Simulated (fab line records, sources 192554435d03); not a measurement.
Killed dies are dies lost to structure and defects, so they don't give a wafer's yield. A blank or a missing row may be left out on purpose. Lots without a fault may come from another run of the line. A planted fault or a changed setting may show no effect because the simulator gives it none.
Split-lot experiment | flow n5_finfet | 7 lots, 21 wafers read, on a route of 1938 steps

THE SPLIT
At N5_STI_FIN_REVEAL_ETCHBACK_08 (etches SiO2 in C4F6/O2, target depth 30.5 nm, time 10.167 s), the setting time_s was moved away from the recipe's 10.167 s on 4 of the 21 wafers read, by -19.3% to +6.6%. The other wafers ran this setting at the recipe's value.

FROM THE SPLIT TO THE READING: what the file shows between them, 3 steps
- N5_STI_FIN_REVEAL_STRIP_24: strips in N2/H2, time 90 s
- N5_STI_FIN_REVEAL_PRECLEAN_25: cleans in SPM, time 90 s
- N5_STI_FIN_REVEAL_SRD_23: time 30 s

THE READING
trench_depth_nm, in nm, at N5_STI_FIN_REVEAL_FIN_H_MEAS_10. Fault-free wafers of this fab line usually give 52.3 nm, standard deviation 0.62 nm.

wafer  | tool, chamber at the split | time_s as run, s | against the recipe | trench_depth_nm, nm | against lot-mates on the recipe
L074.3 | rie_diel-06, 3,2,1         | 10.167           | recipe             | 51.5                | -
L074.5 | rie_diel-06, 3,2,1         | 10.167           | recipe             | 51.6                | -
L074.6 | rie_diel-06, 3,2,1         | 10.167           | recipe             | 51.0                | -
L079.1 | rie_diel-06, 1,2,2         | 10.167           | recipe             | 52.1                | -
L079.3 | rie_diel-06, 1,2,2         | 10.167           | recipe             | 52.1                | -
L079.6 | rie_diel-06, 1,2,2         | 10.167           | recipe             | 51.9                | -
L085.4 | rie_diel-01, 1             | 10.167           | recipe             | 53.1                | -
L085.5 | rie_diel-01, 1             | 10.167           | recipe             | 52.7                | -
L085.6 | rie_diel-01, 3             | 10.84            | +6.6%              | 54.3                | +1.4
L086.2 | rie_diel-05, 3,1,0         | 10.167           | recipe             | 51.7                | -
L086.5 | rie_diel-05, 3,1,0         | 10.167           | recipe             | 52.1                | -
L086.6 | rie_diel-05, 3,1,0         | 10.167           | recipe             | 51.8                | -
L088.1 | rie_diel-06, 2             | 10.167           | recipe             | 52.2                | -
L088.5 | rie_diel-06, 1             | 9.503            | -6.5%              | 49.5                | -2.5
L088.6 | rie_diel-06, 2             | 10.167           | recipe             | 51.9                | -
L092.2 | rie_diel-05, 3,2,1         | 10.167           | recipe             | 52.6                | -
L092.5 | rie_diel-05, 3,2,1         | 10.167           | recipe             | 52.2                | -
L092.6 | rie_diel-05, 3,2,1         | 10.167           | recipe             | 52.5                | -
L096.2 | rie_diel-05, 1             | 8.203            | -19.3%             | 46.5                | -5.1
L096.5 | rie_diel-05, 1             | 8.203            | -19.3%             | 46.4                | -5.2
L096.6 | rie_diel-05, 0             | 10.167           | recipe             | 51.6                | -
Where a row lists several chambers, the file gives one row for several wafers and doesn't say which wafer went through which chamber.

THE FIT
A straight line over all 21 wafers: trench_depth_nm changes by +0.297 nm for each +1% of time_s; r = +0.97; the points scatter about the line by 0.49 nm.
The same after taking each lot's own level away (the mean of its wafers on the recipe; 21 wafers): +0.268 nm for each +1%; r = +0.99; scatter 0.26 nm.
On that fit, the largest move of time_s shifts the reading by 5.2 nm.
The lots' own levels span 51.37 to 52.90 nm, that is 2.5 times the standard deviation above.
So the lot-to-lot level changes the slope: the two fits differ.
Check: with one of the wafers moved furthest among these (-19.3%) left out of the fit, the line predicts -5.32 nm for it against its lot-mates. It came out at -5.1 nm against them.

OTHER SPLITS ON THESE WAFERS
These wafers also went through other splits before the reading. Each is held against what the fit with the lots' levels taken away leaves over:
other split on the same wafers           | wafers away from the commonest value | r with trench_depth_nm (lot level and that fit taken away)
N5_ZERO_LAYER_EXPOSE_08 dose_mj          | 4                                    | +0.04
N5_ZERO_LAYER_DEVELOP_10 develop_time_s  | 6                                    | -0.09
N5_PMOS_HMC_CHANNEL_EPI_COAT_03 spin_rpm | 4                                    | +0.11
N5_FIN_SAQP_PEB_14 peb_time_s            | 2                                    | +0.06

THE FILE'S OWN FIT
trench_depth_nm changes by +0.274 nm for each +1% of time_s, r = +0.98.
